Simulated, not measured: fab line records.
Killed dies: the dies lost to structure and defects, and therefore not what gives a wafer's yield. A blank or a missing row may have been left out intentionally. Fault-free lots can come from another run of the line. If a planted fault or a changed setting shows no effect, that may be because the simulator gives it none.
fab line records / flow n5Finfet
record: lots: 5 wafers: 15 lastDay: 18
route steps=1938 shown WELL_APT@21 PMOS_HMC_CHANNEL_EPI@57 BEOL_M4@1111 PASSIVATION@1936
lots with no fault: from the same line, run without faults
startH: start of the lot's first displayed wafer, in hours after the record's first day / waitH: hours elapsed since this lot's preceding step / " the same as in the row above / L1.1+2: a single row standing in for several wafers / - either no value or no given start / * or withheld: withheld / < > ~ a bound
route shown NAME@n: a module of which the file shows steps, and the number in the route of the first / usual: mean/standard deviation of fault-free wafers / same: alike in all rows / chamber/n: place in a boat / sites: per-site readings / _std_site: their standard deviation / _edge_site: inner sites' mean taken away from outer sites' mean / radiusMm: for every site, how far away it sits from the centre of the wafer / mask NAME#n: copy n / behind: the tool/chamber that last shaped the wafer / hold: cause of the lot's hold/its duration in hours/its outcome / device: the transistor (n, p or np) that didn't switch / end of line: the tests these same wafers got at the end of their route / for a step that has no rows: nothing shown but its recipe / killed: dies that structure and defects cost at the first sort, which is not the same as the wafer's yield / map: a wafer's dies, x killed, . not, _ none there
set.NAME: the setting as run; set.NAME@STEP: as run at that earlier step / model.NAME: the simulator's own value behind a step, which no gauge read
certain route steps with their lots: each step a table, each wafer a row
services: the hour from which a tool's chamber was out of use, counted from the record's first day as startH (under 0 if before that day), plus the number of hours and why
== steps ==
step: N5_WELL_APT_COAT_02
recipe: spinRpm: 1357 resistThkNm: 950
step: N5_WELL_APT_EBR_04
recipe: solvent: PGMEA ebrWidthMm: 1.5
step: N5_WELL_APT_SOFTBAKE_03
recipe: tempC: 130 timeS: 60
step: N5_WELL_APT_EXPOSE_05
recipe: maskId: NWELL na: 0.8 sourceShape: conventional sigmaOuter: 0.8 polarization: unpolarized defocusNm: 0 targetCdNm: 200 doseMj: 20.3
step: N5_WELL_APT_PEB_06
recipe: pebTempC: 130 pebTimeS: 90
step: N5_WELL_APT_DEVELOP_07
recipe: developTimeS: 45 rinseLiquid: surfactantRinse dry: airSpin devTempC: 21
step: N5_WELL_APT_HARDBAKE_12
recipe: tempC: 130 timeS: 120
step: N5_WELL_APT_DESCUM_13
recipe: chemistry: O2 timeS: 7.9 sourcePowerW: 50 biasPowerW: 20 pressureMtorr: 20 rfFrequencyHz: 2.712e+07 tempC: 40 o2FlowSccm: 225
step: N5_WELL_APT_IMPLANT_14
recipe: species: P energyKev: 160 doseCm2: 1.5e+13 tiltDeg: 0 rotationDeg: 0
step: N5_WELL_APT_IMPLANT_15
recipe: species: As energyKev: 25 doseCm2: 1.5e+13 tiltDeg: 0 rotationDeg: 0
usual: doseIonsCm2: 1.5e+13/1.6e+10 faradayCurrentUA: 189/3.7
lot.wafer=L241.1 tool=implanter-02 chamber=0 startH=14.37 waitH=0.1 doseIonsCm2=1.4999e+13 faradayCurrentUA=188
lot.wafer=L241.2 tool=implanter-02 chamber=0 startH=14.37 waitH=0.1 doseIonsCm2=1.5001e+13 faradayCurrentUA=194
lot.wafer=L241.4 tool=implanter-02 chamber=0 startH=14.37 waitH=0.1 doseIonsCm2=1.5014e+13 faradayCurrentUA=195
lot.wafer=L251.2 tool=implanter-02 chamber=0 startH=74.21 waitH=0.1 doseIonsCm2=2.0312e+13 faradayCurrentUA=253
lot.wafer=L251.3 tool=implanter-02 chamber=0 startH=74.21 waitH=0.1 doseIonsCm2=2.0324e+13 faradayCurrentUA=253
lot.wafer=L251.4 tool=implanter-02 chamber=0 startH=74.21 waitH=0.1 doseIonsCm2=2.0348e+13 faradayCurrentUA=252
lot.wafer=L254.1 tool=implanter-02 chamber=0 startH=92.05 waitH=0.1 doseIonsCm2=2.0328e+13 faradayCurrentUA=247
lot.wafer=L254.3 tool=implanter-02 chamber=0 startH=92.05 waitH=0.1 doseIonsCm2=2.0313e+13 faradayCurrentUA=259
lot.wafer=L254.4 tool=implanter-02 chamber=0 startH=92.05 waitH=0.1 doseIonsCm2=2.0322e+13 faradayCurrentUA=257
lot.wafer=L256.2 tool=implanter-02 chamber=0 startH=104.08 waitH=0.1 doseIonsCm2=2.0321e+13 faradayCurrentUA=254
lot.wafer=L256.4 tool=implanter-02 chamber=0 startH=104.08 waitH=0.1 doseIonsCm2=2.0281e+13 faradayCurrentUA=256
lot.wafer=L256.5 tool=implanter-02 chamber=0 startH=104.08 waitH=0.1 doseIonsCm2=2.0288e+13 faradayCurrentUA=256
lot.wafer=L261.3 tool=implanter-01 chamber=0 startH=134.00 waitH=0.1 doseIonsCm2=1.5015e+13 faradayCurrentUA=193
lot.wafer=L261.4 tool=implanter-01 chamber=0 startH=134.00 waitH=0.1 doseIonsCm2=1.4993e+13 faradayCurrentUA=193
lot.wafer=L261.6 tool=implanter-01 chamber=0 startH=134.00 waitH=0.1 doseIonsCm2=1.5003e+13 faradayCurrentUA=192
step: N5_WELL_APT_STRIP_16
recipe: chemistry: SPM timeS: 900 tempC: 130 h2so4H2o2VolRatio: 4 dry: ipaMarangoni
step: N5_WELL_APT_HMDS_18
recipe: timeS: 60 tempC: 120
step: N5_WELL_APT_COAT_19
recipe: spinRpm: 1357 resistThkNm: 950
step: N5_WELL_APT_EBR_21
recipe: solvent: PGMEA ebrWidthMm: 1.5
step: N5_WELL_APT_SOFTBAKE_20
recipe: tempC: 130 timeS: 60
step: N5_WELL_APT_EXPOSE_22
recipe: maskId: PWELL na: 0.8 sourceShape: conventional sigmaOuter: 0.8 polarization: unpolarized defocusNm: 0 targetCdNm: 200 doseMj: 23.2
step: N5_WELL_APT_PEB_23
recipe: pebTempC: 130 pebTimeS: 90
step: N5_WELL_APT_DEVELOP_24
recipe: developTimeS: 45 rinseLiquid: surfactantRinse dry: airSpin devTempC: 21
step: N5_WELL_APT_HARDBAKE_29
recipe: tempC: 130 timeS: 120
step: N5_WELL_APT_DESCUM_30
recipe: chemistry: O2 timeS: 7.9 sourcePowerW: 50 biasPowerW: 20 pressureMtorr: 20 rfFrequencyHz: 2.712e+07 tempC: 40 o2FlowSccm: 225
step: N5_WELL_APT_IMPLANT_31
recipe: species: B energyKev: 60 doseCm2: 1.5e+13 tiltDeg: 0 rotationDeg: 0
step: N5_WELL_APT_IMPLANT_32
recipe: species: BF2 energyKev: 50 doseCm2: 2e+13 tiltDeg: 0 rotationDeg: 0
step: N5_WELL_APT_STRIP_33
recipe: chemistry: SPM timeS: 900 tempC: 130 h2so4H2o2VolRatio: 4 dry: ipaMarangoni
step: N5_WELL_APT_RTA_34
recipe: tempC: 1000 timeS: 10 ambient: N2 idleTempC: 600 rampUpCPerS: 150 rampDownCPerS: 60 coolToC: 600
step: N5_WELL_APT_OXIDE_STRIP_42
recipe: chemistry: dHF dilution: 25:1 timeS: 45 tempC: 25 target: SiO2 targetDepthA: 120
step: N5_WELL_APT_PRECLEAN_36
recipe: chemistry: O3/DIW timeS: 45 tempC: 22 o3Ppm: 10
step: N5_WELL_APT_PRECLEAN_39
recipe: chemistry: dHF timeS: 60 dilution: 150:1 tempC: 25
step: N5_WELL_APT_SRD_37
recipe: dry: ipaMarangoni doPpb: 5 timeS: 30 tempC: 23 rinseLiquid: diw
step: N5_WELL_APT_EPI_41
recipe: material: Si targetThkA: 500 tempC: 650 precursor: SiH4/H2 pressureTorr: 20 timeS: 297.7
step: N5_PMOS_HMC_CHANNEL_EPI_HM_DEP_34
recipe: material: SiO2 targetThkA: 360 tempC: 400 precursor: TEOS/O2 pressureTorr: 6.5 rfW: 900 teosFlowSccm: 161.4 gas: O2 flowSccm: 2650 timeS: 6.9
step: N5_PMOS_HMC_CHANNEL_EPI_COAT_31
recipe: resist: BARC tempC: 205 timeS: 60 spinRpm: 1500 resistThkNm: 66
step: N5_PMOS_HMC_CHANNEL_EPI_COAT_03
recipe: resist: CAR-ArF-block spinRpm: 1500 resistThkNm: 205
step: N5_PMOS_HMC_CHANNEL_EPI_EBR_05
recipe: solvent: PGMEA ebrWidthMm: 1.5
step: N5_PMOS_HMC_CHANNEL_EPI_SOFTBAKE_04
recipe: tempC: 110 timeS: 60 resist: CAR-ArF-block
step: N5_PMOS_HMC_CHANNEL_EPI_EXPOSE_06
recipe: maskId: PMOS_HMC_BLK na: 1.35 sourceShape: conventional sigmaOuter: 0.8 polarization: unpolarized targetCdNm: 240 doseMj: 41
step: N5_BEOL_M4_RC_MEAS_101
usual: CJ_P: 5.84/0.16 DIBL_N: 36.0/1.6 DIBL_P: 35.8/2 IOFF_N: 0.152/0.03 IOFF_P: 0.20/0.031 IOFF_P_LONG: 0.000102/7.5e-06 ION_N: 670/12 ION_P: 459/7.4 SS_N: 71.5/0.56 SS_P: 73.2/0.64 VT_N: 251/3.5 VT_P: -252/3.3
lot.wafer=L241.1 tool=prober-02 chamber=0 startH=199.73 waitH=0.0 CJ_P=5.76 DIBL_N[mV/V]=34.3 DIBL_P[mV/V]=33.1 IOFF_N[nA/um]=0.119 IOFF_P[nA/um]=0.18 IOFF_P_LONG[nA/um]=0.000112 ION_N[uA/um]=647 ION_P[uA/um]=450 SS_N[mV/dec]=70.8 SS_P[mV/dec]=73.2 VT_N[mV]=255 VT_P[mV]=-250
lot.wafer=L241.2 tool=prober-02 chamber=0 startH=199.73 waitH=0.0 CJ_P=5.80 DIBL_N[mV/V]=35.3 DIBL_P[mV/V]=35.9 IOFF_N[nA/um]=0.155 IOFF_P[nA/um]=0.23 IOFF_P_LONG[nA/um]=0.000114 ION_N[uA/um]=677 ION_P[uA/um]=464 SS_N[mV/dec]=71.1 SS_P[mV/dec]=73.7 VT_N[mV]=247 VT_P[mV]=-246
lot.wafer=L241.4 tool=prober-02 chamber=0 startH=199.73 waitH=0.0 CJ_P=5.94 DIBL_N[mV/V]=37.4 DIBL_P[mV/V]=37.9 IOFF_N[nA/um]=0.198 IOFF_P[nA/um]=0.26 IOFF_P_LONG[nA/um]=0.000118 ION_N[uA/um]=691 ION_P[uA/um]=466 SS_N[mV/dec]=71.9 SS_P[mV/dec]=74.3 VT_N[mV]=244 VT_P[mV]=-245
lot.wafer=L251.2 tool=prober-02 chamber=0 startH=252.90 waitH=0.2 CJ_P=6.74 DIBL_N[mV/V]=34.8 DIBL_P[mV/V]=34.9 IOFF_N[nA/um]=0.124 IOFF_P[nA/um]=0.17 IOFF_P_LONG[nA/um]=0.000116 ION_N[uA/um]=664 ION_P[uA/um]=455 SS_N[mV/dec]=71.4 SS_P[mV/dec]=73.1 VT_N[mV]=251 VT_P[mV]=-257
lot.wafer=L251.3 tool=prober-02 chamber=0 startH=252.90 waitH=0.2 CJ_P=6.84 DIBL_N[mV/V]=34.8 DIBL_P[mV/V]=34.9 IOFF_N[nA/um]=0.128 IOFF_P[nA/um]=0.16 IOFF_P_LONG[nA/um]=0.000117 ION_N[uA/um]=663 ION_P[uA/um]=452 SS_N[mV/dec]=70.9 SS_P[mV/dec]=72.8 VT_N[mV]=250 VT_P[mV]=-256
lot.wafer=L251.4 tool=prober-02 chamber=0 startH=252.90 waitH=0.2 CJ_P=7.12 DIBL_N[mV/V]=35.9 DIBL_P[mV/V]=37.0 IOFF_N[nA/um]=0.146 IOFF_P[nA/um]=0.19 IOFF_P_LONG[nA/um]=0.000128 ION_N[uA/um]=666 ION_P[uA/um]=453 SS_N[mV/dec]=72.0 SS_P[mV/dec]=74.0 VT_N[mV]=250 VT_P[mV]=-253
lot.wafer=L254.1 tool=prober-02 chamber=0 startH=262.11 waitH=0.0 CJ_P=6.94 DIBL_N[mV/V]=35.1 DIBL_P[mV/V]=35.8 IOFF_N[nA/um]=0.133 IOFF_P[nA/um]=0.17 IOFF_P_LONG[nA/um]=0.000131 ION_N[uA/um]=669 ION_P[uA/um]=454 SS_N[mV/dec]=71.4 SS_P[mV/dec]=72.8 VT_N[mV]=252 VT_P[mV]=-255
lot.wafer=L254.3 tool=prober-02 chamber=0 startH=262.11 waitH=0.0 CJ_P=6.71 DIBL_N[mV/V]=38.1 DIBL_P[mV/V]=39.5 IOFF_N[nA/um]=0.190 IOFF_P[nA/um]=0.22 IOFF_P_LONG[nA/um]=0.000121 ION_N[uA/um]=668 ION_P[uA/um]=454 SS_N[mV/dec]=72.8 SS_P[mV/dec]=73.2 VT_N[mV]=247 VT_P[mV]=-250
lot.wafer=L254.4 tool=prober-02 chamber=0 startH=262.11 waitH=0.0 CJ_P=6.74 DIBL_N[mV/V]=37.1 DIBL_P[mV/V]=39.2 IOFF_N[nA/um]=0.179 IOFF_P[nA/um]=0.22 IOFF_P_LONG[nA/um]=0.000123 ION_N[uA/um]=684 ION_P[uA/um]=469 SS_N[mV/dec]=71.6 SS_P[mV/dec]=72.8 VT_N[mV]=247 VT_P[mV]=-251
lot.wafer=L256.2 tool=prober-02 chamber=0 startH=284.50 waitH=0.2 CJ_P=6.56 DIBL_N[mV/V]=37.6 DIBL_P[mV/V]=37.1 IOFF_N[nA/um]=0.168 IOFF_P[nA/um]=0.21 IOFF_P_LONG[nA/um]=0.000114 ION_N[uA/um]=667 ION_P[uA/um]=452 SS_N[mV/dec]=72.0 SS_P[mV/dec]=74.2 VT_N[mV]=252 VT_P[mV]=-253
lot.wafer=L256.4 tool=prober-02 chamber=0 startH=284.50 waitH=0.2 CJ_P=6.96 DIBL_N[mV/V]=38.1 DIBL_P[mV/V]=37.6 IOFF_N[nA/um]=0.174 IOFF_P[nA/um]=0.22 IOFF_P_LONG[nA/um]=0.00013 ION_N[uA/um]=679 ION_P[uA/um]=464 SS_N[mV/dec]=71.8 SS_P[mV/dec]=73.9 VT_N[mV]=251 VT_P[mV]=-250
lot.wafer=L256.5 tool=prober-02 chamber=0 startH=284.50 waitH=0.2 CJ_P=6.64 DIBL_N[mV/V]=40.1 DIBL_P[mV/V]=39.7 IOFF_N[nA/um]=0.233 IOFF_P[nA/um]=0.26 IOFF_P_LONG[nA/um]=0.000117 ION_N[uA/um]=684 ION_P[uA/um]=459 SS_N[mV/dec]=72.2 SS_P[mV/dec]=74.7 VT_N[mV]=246 VT_P[mV]=-249
lot.wafer=L261.3 tool=prober-02 chamber=0 startH=329.27 waitH=0.3 CJ_P=5.84 DIBL_N[mV/V]=34.8 DIBL_P[mV/V]=33.4 IOFF_N[nA/um]=0.128 IOFF_P[nA/um]=0.20 IOFF_P_LONG[nA/um]=0.000118 ION_N[uA/um]=659 ION_P[uA/um]=464 SS_N[mV/dec]=71.4 SS_P[mV/dec]=73.2 VT_N[mV]=252 VT_P[mV]=-246
lot.wafer=L261.4 tool=prober-02 chamber=0 startH=329.27 waitH=0.3 CJ_P=5.56 DIBL_N[mV/V]=36.7 DIBL_P[mV/V]=35.4 IOFF_N[nA/um]=0.155 IOFF_P[nA/um]=0.24 IOFF_P_LONG[nA/um]=0.000114 ION_N[uA/um]=676 ION_P[uA/um]=468 SS_N[mV/dec]=71.2 SS_P[mV/dec]=73.9 VT_N[mV]=249 VT_P[mV]=-246
lot.wafer=L261.6 tool=prober-02 chamber=0 startH=329.27 waitH=0.3 CJ_P=5.74 DIBL_N[mV/V]=36.1 DIBL_P[mV/V]=34.2 IOFF_N[nA/um]=0.141 IOFF_P[nA/um]=0.21 IOFF_P_LONG[nA/um]=0.000117 ION_N[uA/um]=667 ION_P[uA/um]=461 SS_N[mV/dec]=71.7 SS_P[mV/dec]=73.1 VT_N[mV]=251 VT_P[mV]=-248
step: N5_PASSIVATION_PROBE_49
usual: defectLimitedYield: 91.6/1.4 killed_at_M0_to_M3: 33/10 killed_at_M4_up: 13/5.3 killedAtContacts: 13/5.9 killedAtFrontEnd: 36/12 killedAtOther: 4/3.1 killedDies: 99/16 killedOnRim: 13/4.2 killedOpen: 65/13 killedShort: 32/7.3 sort_bin_5_function: 4.9/0.9 sort_bin_6_memory: 3.1/0.66 sort_bin_8_speed: 0.0/0.42 sortNPass: 1081/17 sortYieldPct: 91.6/1.4
same: grossDies: 1180 killedAtBackSide: 0 sort_bin_4_leakage[%]: 0
lot.wafer=L251.2 tool=prober-02 chamber=- startH=353.41 waitH=0.1 defectLimitedYield[%]=92.5 killed_at_M0_to_M3=37 killed_at_M4_up=8 killedAtContacts=4 killedAtFrontEnd=37 killedAtOther=3 killedDies=89 killedOnRim=12 killedOpen=63 killedShort=25 sort_bin_5_function[%]=4.8 sort_bin_6_memory[%]=2.3 sort_bin_8_speed[%]=0 sortNPass=1091 sortYieldPct[%]=92.5
lot.wafer=L251.4 tool=prober-02 chamber=- startH=353.51 waitH=0.2 defectLimitedYield[%]=92.6 killed_at_M0_to_M3=28 killed_at_M4_up=8 killedAtContacts=21 killedAtFrontEnd=26 killedAtOther=4 killedDies=87 killedOnRim=14 killedOpen=52 killedShort=35 sort_bin_5_function[%]=4.7 sort_bin_6_memory[%]=2.3 sort_bin_8_speed[%]=0 sortNPass=1093 sortYieldPct[%]=92.6
lot.wafer=L254.1 tool=prober-02 chamber=- startH=365.92 waitH=0.0 defectLimitedYield[%]=89.8 killed_at_M0_to_M3=26 killed_at_M4_up=23 killedAtContacts=23 killedAtFrontEnd=45 killedAtOther=3 killedDies=120 killedOnRim=16 killedOpen=78 killedShort=39 sort_bin_5_function[%]=6.1 sort_bin_6_memory[%]=3.9 sort_bin_8_speed[%]=0 sortNPass=1060 sortYieldPct[%]=89.8
lot.wafer=L254.3 tool=prober-02 chamber=- startH=366.02 waitH=0.1 defectLimitedYield[%]=92.5 killed_at_M0_to_M3=38 killed_at_M4_up=14 killedAtContacts=18 killedAtFrontEnd=16 killedAtOther=2 killedDies=88 killedOnRim=13 killedOpen=56 killedShort=30 sort_bin_5_function[%]=4.8 sort_bin_6_memory[%]=2.5 sort_bin_8_speed[%]=0 sortNPass=1092 sortYieldPct[%]=92.5
lot.wafer=L254.4 tool=prober-02 chamber=- startH=366.07 waitH=0.2 defectLimitedYield[%]=88.7 killed_at_M0_to_M3=36 killed_at_M4_up=18 killedAtContacts=26 killedAtFrontEnd=51 killedAtOther=2 killedDies=133 killedOnRim=16 killedOpen=92 killedShort=22 sort_bin_5_function[%]=6.4 sort_bin_6_memory[%]=3.8 sort_bin_8_speed[%]=0 sortNPass=1047 sortYieldPct[%]=88.7
lot.wafer=L256.5 tool=prober-02 chamber=- startH=391.57 waitH=0.2 defectLimitedYield[%]=91.4 killed_at_M0_to_M3=31 killed_at_M4_up=8 killedAtContacts=19 killedAtFrontEnd=39 killedAtOther=4 killedDies=101 killedOnRim=20 killedOpen=57 killedShort=39 sort_bin_5_function[%]=4.7 sort_bin_6_memory[%]=3.3 sort_bin_8_speed[%]=0 sortNPass=1079 sortYieldPct[%]=91.4
killed by level:class
L251.2 BEOL_M0_SAQP:geometricParticle:short=10 FIN_SAQP:geometricParticle:open=9 BEOL_M1:geometricParticle:open=8 STI_FIN_REVEAL:geometricParticle:open=8 DUMMY_GATE:geometricParticle:open=5 BEOL_M2:geometricParticle:open=5 BEOL_M3:geometricParticle:open=5 BEOL_M4:geometricParticle:open=5
L251.4 MOL_CONTACT_COAG:geometricParticle:open=15 BEOL_M0_SAQP:geometricParticle:open=9 BEOL_M0_SAQP:geometricParticle:short=8 MOL_CONTACT_COAG:geometricParticle:short=6 FIN_SAQP:geometricParticle:open=5 GATE_CUT:geometricParticle:short=4 FIN_SAQP:geometricParticle:short=3 STI_FIN_REVEAL:geometricParticle:open=3
L254.1 MOL_CONTACT_COAG:geometricParticle:open=17 BEOL_M3:geometricParticle:open=16 BEOL_M4:geometricParticle:open=14 FIN_SAQP:geometricParticle:short=12 DUMMY_GATE:geometricParticle:open=6 GATE_CUT:geometricParticle:short=6 FIN_SAQP:geometricParticle:open=5 STI_FIN_REVEAL:geometricParticle:open=4
L254.3 BEOL_M3:geometricParticle:open=17 MOL_CONTACT_COAG:geometricParticle:open=12 BEOL_M0_SAQP:geometricParticle:short=8 BEOL_M4:geometricParticle:open=6 STI_FIN_REVEAL:geometricParticle:open=5 MOL_CONTACT_COAG:geometricParticle:short=5 BEOL_M3:geometricParticle:short=5 FIN_SAQP:geometricParticle:short=3
L254.4 MOL_CONTACT_COAG:geometricParticle:open=22 BEOL_M3:geometricParticle:open=22 HKMG_FIN:areaEtch=13 FIN_SAQP:geometricParticle:open=8 BEOL_M4:geometricParticle:open=7 FIN_SAQP:geometricParticle:short=5 STI_FIN_REVEAL:geometricParticle:open=5 BEOL_M2:geometricParticle:open=4
L256.5 MOL_CONTACT_COAG:geometricParticle:open=13 STI_FIN_REVEAL:geometricParticle:open=11 BEOL_M1:geometricParticle:open=9 BEOL_M0_SAQP:geometricParticle:short=7 FIN_SAQP:geometricParticle:short=6 MOL_CONTACT_COAG:geometricParticle:short=6 BEOL_M0_SAQP:geometricParticle:open=6 BEOL_M3:geometricParticle:short=5
== services ==
tool=implanter-01 chamber=- startH=15.90 hours=1.7 kind=repair
tool=implanter-01 chamber=- startH=74.76 hours=0.6 kind=repair
== key ==
firstSign: step: N5_WELL_APT_IMPLANT_15 reading: doseIonsCm2 direction: up sigmas: 99+ usual: 1.5e+13 struck: 2.0315e+13
effect: step: N5_WELL_APT_IMPLANT_15 reading: faradayCurrentUA direction: up sigmas: 18 usual: 189 struck: 254
effect: step: N5_BEOL_M4_RC_MEAS_101 reading: CJ_P direction: up sigmas: 5.9 usual: 5.84 struck: 6.80
effect: step: N5_BEOL_M4_RC_MEAS_101 reading: IOFF_P_LONG direction: up sigmas: 2.6 usual: 0.000102 struck: 0.000122
metAt N5_WELL_APT_IMPLANT_15
struckWafers L251.2,L251.3,L251.4,L254.1,L254.3,L254.4,L256.2,L256.4,L256.5
baselineLoss: step: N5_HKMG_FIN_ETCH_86 wafers: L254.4
onsetBetween 14.37 74.21
fault: kind: processParameterDrift tool: implanter-02 chamber: - onsetH: 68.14 steps: N5_WELL_APT_IMPLANT_15 channel: doseCm2 offset: 5.305e+12 shape: step endH: 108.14 actsIn: theseRecipesOnly stated: 1.5e+13
baselineLoss: these wafers lose ten dies or more at that step, a loss of the line's own and not of a fault; the sort's usual values leave them out
